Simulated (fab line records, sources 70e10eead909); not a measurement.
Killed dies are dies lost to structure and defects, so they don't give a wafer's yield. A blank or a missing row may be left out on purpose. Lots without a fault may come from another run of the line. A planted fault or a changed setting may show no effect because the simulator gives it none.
Problem report in the 8D (eight disciplines) form, filled by code | flow nand_harc | the parts of the form that need people (team, actions taken, sign-off) are left out

1. THE PROBLEM
killed_at_periphery at NHARC_END_SORT_01 reads a mean of 620.2 on 6 wafers of 2 lots; wafers without a fault read 4.1 with a standard deviation of 2.7. That is +99 or more standard deviations from the usual mean.
First seen on wafer L113.1, day 28 19:38, on prober-02. The record holds 6 wafers of 2 lots with a number at this step. Rule for "out", or "out of limits": more than 4 standard deviations from the usual mean. The other wafers with a number count as sound.

2. WHAT IT IS AND WHAT IT IS NOT
question                    | is                               | is not
which readings at this step | killed_at_periphery, killed_dies | killed_at_array, killed_at_other, killed_open
which lots                  | L113, L116                       | -
which wafers of those lots  | all that have a number           | -
read on which gauges        | prober-01, prober-02             | -
when                        | from day 28 19:38                | up to then (0 sound wafers)

3. SUSPECTS, AND WHAT RULES EACH OUT
Counting: a tool at a process step up to the reading stays a suspect if it ran every lot that is out and no sound lot after the first of them.
- the gauge at NHARC_END_SORT_01: ruled out. The wafers that are out were read on 2 gauges (prober-01, prober-02).
- litho_track-02 at NHARC_P_GATE_DEVELOP_45 (time 70 s): kept. It ran every lot that is out, first L113 (day 9 16:00), and no sound lot after that.
Left after counting: litho_track-02 at NHARC_P_GATE_DEVELOP_45.

4. THE CAUSE (what the simulator had put in)
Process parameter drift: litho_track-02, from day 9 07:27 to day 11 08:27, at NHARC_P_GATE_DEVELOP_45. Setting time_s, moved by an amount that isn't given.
Counting left only this tool.

5. THE CHAIN OF EFFECTS, in route order
Each row: a reading whose mean over the struck wafers that have a number lies more than 3 standard deviations from the usual. Only readings for which the record gives a usual standard deviation are gone through. hours: the time from each lot's start at the first step in this table that gives one to its start at this step, as a median over the lots. sigmas: the change in usual standard deviations.
hours | step              | reading             | usual | on struck wafers | change | sigmas
0     | NHARC_END_SORT_01 | killed_at_periphery | 4.1   | 620.2            | +616.1 | +99 or more
0     | NHARC_END_SORT_01 | killed_dies         | 58    | 677              | +619   | +34

6. WHAT WOULD HAVE CAUGHT IT SOONER
In this record the first reading out of limits at a measuring or inspecting step was taken at day 28 19:38, 468 hours after the fault began at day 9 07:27.
All the lots that are out (2) had begun NHARC_P_GATE_DEVELOP_45 on litho_track-02 by day 28 19:38. A hold on the tool at that time would have spared none of them.
